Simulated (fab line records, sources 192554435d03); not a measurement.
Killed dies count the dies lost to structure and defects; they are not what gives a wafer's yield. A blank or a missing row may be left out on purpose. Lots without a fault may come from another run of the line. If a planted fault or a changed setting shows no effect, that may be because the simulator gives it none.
Struck lot and sound lot, side by side -- flow n5Finfet -- 44 steps out of a route of 1938
Sound: wafers L852.3, L852.4, L852.6. Struck: wafers L862.1, L862.6. (L862.2 of the same lot was not struck and is left out.) The cause comes at the end.
Each step with rows lists, per side, the tool, then ch with its chambers, then its first start. Under that, the readings that differ: sound wafers -- struck wafers -- difference of the means -- sigmas: that difference in standard deviations of wafers without a fault.
alike: a reading whose means differ by less than 2 such deviations, as well as words and numbers matching on both sides. not compared: withheld readings; readings where some wafer has no value; bounds like >300 that might hide an equal value; numbers whose values overlap and for which the record gives no deviation.
Wherever a step has rows on one side only, a row that says differs or no value, or a row with sigmas, the two part there. Numbers that don't overlap but have no deviation are shown without sigmas and don't part them. Lack of a reading on every wafer of one side parts them only where that side has two or more wafers.

first, 1 step without rows for these wafers: N5_BEOL_M5_ANNEAL_51 (time 90 s).
N5_BEOL_M5_CMP_52: polishes, stops on SiCOH lowk, t overpolish 6.9 s, target thk 62 nm.
  sound on cmp-04 ch 0,3, day 9 17:12; struck on cmp-01 ch 2, day 12 13:25
  alike: barrierFieldEndpointS, motorCurrentA, overpolishRunS, timeToEndpointS
N5_BEOL_M5_THK_MEAS_53: measures by xrf.
  sound on filmMetro-01, day 9 17:28; struck on filmMetro-02, day 12 13:43
  alike: M5_THK
then, 1 step without rows for these wafers: N5_BEOL_M5_PRE_CLEAN_77 (time 15 s).
N5_BEOL_M5_CO_CAP_78: material Co, precursor CCTBA/H2, target thk 2 nm, time 102.1 s.
  sound on cvdCo-01 ch 1,2, day 9 17:35; struck on cvdCo-02 ch 2, day 12 13:47
  alike: heaterPowerW
then, 2 steps without rows for these wafers: N5_BEOL_M5_PRE_CLEAN_55 (time 15 s); N5_BEOL_M5_DEP_56 (deposits SiCN from 3MS/NH3, target thk 8 nm, time 14 s).
N5_BEOL_M5_RS_MEAS_57: uses a four-point probe to measure.
  sound on filmMetro-02, day 9 17:47; struck on filmMetro-01, day 12 13:58
  alike: M5_RS
N5_BEOL_M5_INSPECT_58: inspects for defects (darkfield).
  sound on defectInspect-01, day 9 17:49; struck on defectInspect-01, day 12 14:00
  alike: rawDefectCount
N5_BEOL_M6_ILD_DEP_00: deposits SiCOH lowk from DEMS/porogen, target thk 179.75 nm, time 33.4 s.
  sound on pecvd-02 ch 0,1, day 9 17:51; struck on pecvd-01 ch 0,1, day 12 14:02
  alike: heaterPowerW, showerheadPlenumPTorr, throttleValvePct
then, 1 step without rows for these wafers: N5_BEOL_M6_CURE_74 (cures SiCOH lowk, time 240 s).
N5_BEOL_M6_THK_MEAS_01:
  sound on filmMetro-01, day 9 18:26; struck on filmMetro-02, day 12 14:38
  alike: M6_ILD_THK
N5_BEOL_M6_PECVD_70: deposits SiO2 from TEOS/O2, target thk 20 nm, time 22.7 s.
  sound on pecvd-04 ch 0,2, day 9 18:28; struck on pecvd-01 ch 1, day 12 14:40
reading,sound,struck,difference,sigmas
showerheadPlenumPTorr (Torr),8.87 8.94 8.86,8.74 8.76,-0.14,-2
susceptorTempC (C),400.05 399.99 400.06,415.86 415.51,+15.65,+75
model.SiO2_of_BEOL_M6_PECVD_70.thkNm (nm),20.2 20.2 20.6,17.6 18,-2.5,
  alike: heaterPowerW, throttleValvePct
N5_BEOL_M6_HM_DEP_02: deposits TiN, target thk 20 nm.
  sound on pvdSputter-01, day 9 18:59; struck on pvdSputter-03, day 12 17:42
  alike: throttleValvePct
then, 8 steps without rows for these wafers: N5_BEOL_M6_COAT_59 (time 60 s, resist thk 100 nm); N5_BEOL_M6_COAT_60 (time 60 s, resist thk 35 nm); N5_BEOL_M6_COAT_05 (resist thk 90 nm); N5_BEOL_M6_EBR_07; N5_BEOL_M6_SOFTBAKE_06 (time 60 s); N5_BEOL_M6_EXPOSE_08 (exposes mask M6); N5_BEOL_M6_PEB_09 (peb time 60 s); N5_BEOL_M6_DEVELOP_10 (develop time 30 s).
N5_BEOL_M6_CD_MEAS_11: the cd target is 38.5 nm.
  sound on cdSem-02 ch 0, day 9 19:22; struck on cdSem-02 ch 0, day 12 18:04
  alike: cdNm
N5_BEOL_M6_OVL_MEAS_12:
  sound on overlay-02 ch 0, day 9 19:24; struck on overlay-01 ch 0, day 12 18:06
  alike: M6_OVL
N5_BEOL_M6_INSPECT_13: inspects for defects (brightfield).
  sound on defectInspect-01, day 9 19:25; struck on defectInspect-02, day 12 18:08
  alike: rawDefectCount
then, 4 steps without rows for these wafers: N5_BEOL_M6_DESCUM_16 (chemistry O2, time 7.9 s); N5_BEOL_M6_ETCH_61 (etches SiARC in CF4, target depth 45.5 nm, time 75.8 s); N5_BEOL_M6_ETCH_62 (etches SOC in N2/H2, target depth 110 nm, overetch 22 nm, time 165 s); N5_BEOL_M6_STRIP_68 (strips in N2/H2).
N5_BEOL_M6_STRIP_67: strips in CF4.
  sound on rieDiel-04 ch 0,2,3, day 9 19:41; struck on rieDiel-04 ch 2,3, day 12 18:24
  alike: biasPowerW, chamberPressureMTorr, drypumpMotorCurrentA, oesProductAu, rfVppV, showerheadPlenumPTorr, throttleValvePct
  not compared: rfHoursCounterH
then, 2 steps without rows for these wafers: N5_BEOL_M6_HM_OPEN_17 (chemistry Cl2/BCl3, target TiN, target depth 20 nm, overetch 6 nm); N5_BEOL_M6_STRIP_19 (strips in O2).
N5_BEOL_M6_CD_MEAS_18: pitch 80 nm, target cd 40 nm.
  sound on cdSem-03, day 9 19:56; struck on cdSem-01, day 12 18:38
  alike: cdNm
then, 9 steps without rows for these wafers: N5_BEOL_M6_COAT_63 (time 60 s, resist thk 60 nm); N5_BEOL_M6_COAT_64 (time 60 s, resist thk 12 nm); N5_BEOL_M6_COAT_71 (time 60 s, resist thk 5 nm); N5_BEOL_M6_COAT_22 (resist thk 30 nm); N5_BEOL_M6_EBR_24; N5_BEOL_M6_SOFTBAKE_23 (time 60 s); N5_BEOL_M6_EXPOSE_25 (exposes mask V5, target cd 40 nm); N5_BEOL_M6_PEB_26 (peb time 60 s); N5_BEOL_M6_DEVELOP_27 (develop time 30 s).
N5_BEOL_M6_HM_STRIP_39: strips TiN in peroxide tin strip, target depth 25 nm, time 158 s.
  sound on wetBench-01 ch 4,6,7, day 9 21:55; struck on wetBench-03 ch 5,6, day 12 20:07
reading,sound,struck,difference,sigmas
model.SiO2_of_BEOL_M6_PECVD_70.thkNm (nm),20 20.2 20.4,17.4 17.8,-2.6,
  alike: tempC
N5_BEOL_M6_CMP_52: polishes, stops on SiCOH lowk, t overpolish 6.9 s, target thk 80 nm.
  sound on cmp-02 ch 0,3, day 10 01:17; struck on cmp-04 ch 1,2, day 12 23:02
reading,sound,struck,difference,sigmas
barrierFieldEndpointS (s),29.9 29.8 30.3,25.9 26.5,-3.8,-5
  alike: motorCurrentA

## WHERE THEY PART
First at N5_BEOL_M6_PECVD_70; last, within this record, at N5_BEOL_M6_CMP_52.

WHY: what had been put in by the simulator
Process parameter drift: pecvd-01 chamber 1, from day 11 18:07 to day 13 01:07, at N5_BEOL_M6_PECVD_70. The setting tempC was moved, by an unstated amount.
